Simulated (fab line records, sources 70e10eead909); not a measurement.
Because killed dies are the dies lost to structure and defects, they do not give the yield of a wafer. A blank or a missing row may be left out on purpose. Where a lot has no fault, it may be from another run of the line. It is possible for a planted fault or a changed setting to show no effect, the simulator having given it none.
Struck lot and sound lot, side by side + flow nand_harc + 15 out of 1302 route steps
Sound: the wafers L440.2, L440.3, L440.6. Struck: wafers L450.2, L450.4 (left out: L450.1, a lot-mate that was not struck); the cause follows at the end.
At each step with rows: each side's tool, then ch and its chambers, then its first start. Under that, the readings that differ: sound wafers + struck wafers + difference of the means + sigmas: that difference in standard deviations of wafers without a fault.
alike: readings whose means differ by less than 2 such deviations, and words and numbers that are the same on both sides. not compared: withheld readings, readings that some wafer has no value for, bounds like >300 that may hide the same value, and numbers for which the record gives no deviation and whose values overlap.
A row with sigmas, a row that says differs or no value, or rows on one side alone: a step with any of these is where the two part. When numbers do not overlap yet have no deviation, they are printed without sigmas and do not part them. Lack of a reading on every wafer of one side parts them only where that side has two or more wafers.

first, 4 steps without rows for these wafers: NHARC_P_BONDPAD_EBR_05; NHARC_P_BONDPAD_EXPOSE_06 (exposes mask P BPAD); NHARC_P_BONDPAD_PEB_07 (peb time 80 s); NHARC_P_BONDPAD_DEVELOP_08 (time 50 s).
NHARC_P_BONDPAD_CD_MEAS_09: target cd 500 nm.
  sound on cd_sem-02 ch 0, day 7 04:10; struck on cd_sem-01 ch 0, day 11 13:58
  alike: cd_nm
NHARC_P_BONDPAD_OVL_MEAS_38:
  sound on overlay-01 at day 7 04:15; struck on overlay-02 at day 11 14:03
  alike: overlay_x_nm, overlay_y_nm
then, 1 step without rows for these wafers: NHARC_P_BONDPAD_HARDBAKE_10 (time 65 s).
NHARC_P_BONDPAD_DESCUM_11: chemistry O2, time 3 s.
  sound on rie_diel-05 ch 0,2, day 7 04:23; struck on rie_diel-05 ch 1,2, day 11 14:11
  alike: drypump_motor_current_A, oes_product_au, rf_vpp_V, showerhead_plenum_p_Torr, throttle_valve_pct
  not compared: rf_hours_counter_h
NHARC_P_BONDPAD_ETCH_37: etches the open film in N2/H2, target depth 60 nm, overetch 18 nm, time 65.91 s.
  sound on rie_diel-05 ch 2,3, day 7 04:28; struck on rie_diel-05 ch 2, day 11 14:17
  alike: bias_w, drypump_motor_current_A, oes_product_au, rf_vpp_V, run_length_s, showerhead_plenum_p_Torr, throttle_valve_pct
  not compared: rf_hours_counter_h
NHARC_P_BONDPAD_ETCH_12: etches the open film in CHF3/O2, target depth 200 nm, time 100 s.
  sound: rie_diel-05 ch 0,1,2; struck: rie_diel-05 ch 2,3
  alike: bias_w, drypump_motor_current_A, oes_product_au, rf_vpp_V, run_length_s, showerhead_plenum_p_Torr, throttle_valve_pct
  not compared: rf_hours_counter_h
NHARC_P_BONDPAD_CD_MEAS_13:
  sound on cd_sem-01 at day 7 04:41; struck on cd_sem-03 at day 11 14:32
  alike: cd_nm
NHARC_P_BONDPAD_STRIP_15: strips in O2.
  sound on rie_diel-07 ch 0,1,3, day 7 04:47; struck on rie_diel-07 ch 1,3, day 11 14:37
  alike: drypump_motor_current_A, oes_product_au, rf_vpp_V, showerhead_plenum_p_Torr, throttle_valve_pct
  not compared: rf_hours_counter_h
NHARC_P_BONDPAD_ETCH_24: etches the open film in CF4/N2, target depth 30 nm, time 72.99 s.
  sound on rie_diel-07 ch 0,1,2, day 7 04:55; struck on rie_diel-07 ch 1,3, day 11 14:48
| reading          | sound              | struck    | difference                    | sigmas |
|------------------|--------------------|-----------|-------------------------------|--------|
| bias_w (W)       | 99.47 100.08 99.77 | - -       | no value on the struck wafers |        |
| run_length_s (s) | 94.0 94.4 94.2     | 78.1 77.2 | -16.5                         | -37    |
  alike: drypump_motor_current_A, oes_product_au, rf_vpp_V, showerhead_plenum_p_Torr, throttle_valve_pct
  not compared: rf_hours_counter_h
then, 1 step without rows for these wafers: NHARC_P_BONDPAD_STRIP_16 (strips in post etch residue remover, time 600 s).
-- record jumps: 18 days between struck wafers' starts before vs after; left off in module P_BONDPAD, resumes in module END, first step shown is number 1302 of the route --
NHARC_END_SORT_01:
  at this point the record logs the struck wafers (prober-02 ch 0, day 29 20:18) and has no rows for the sound ones

== WHERE THEY PART ==
Earliest at NHARC_P_BONDPAD_ETCH_24; latest, in this record, at NHARC_END_SORT_01.

WHY: what had been put in by the simulator
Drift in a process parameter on rie_diel-07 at NHARC_P_BONDPAD_ETCH_24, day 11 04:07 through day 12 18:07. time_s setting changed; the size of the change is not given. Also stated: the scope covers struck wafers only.
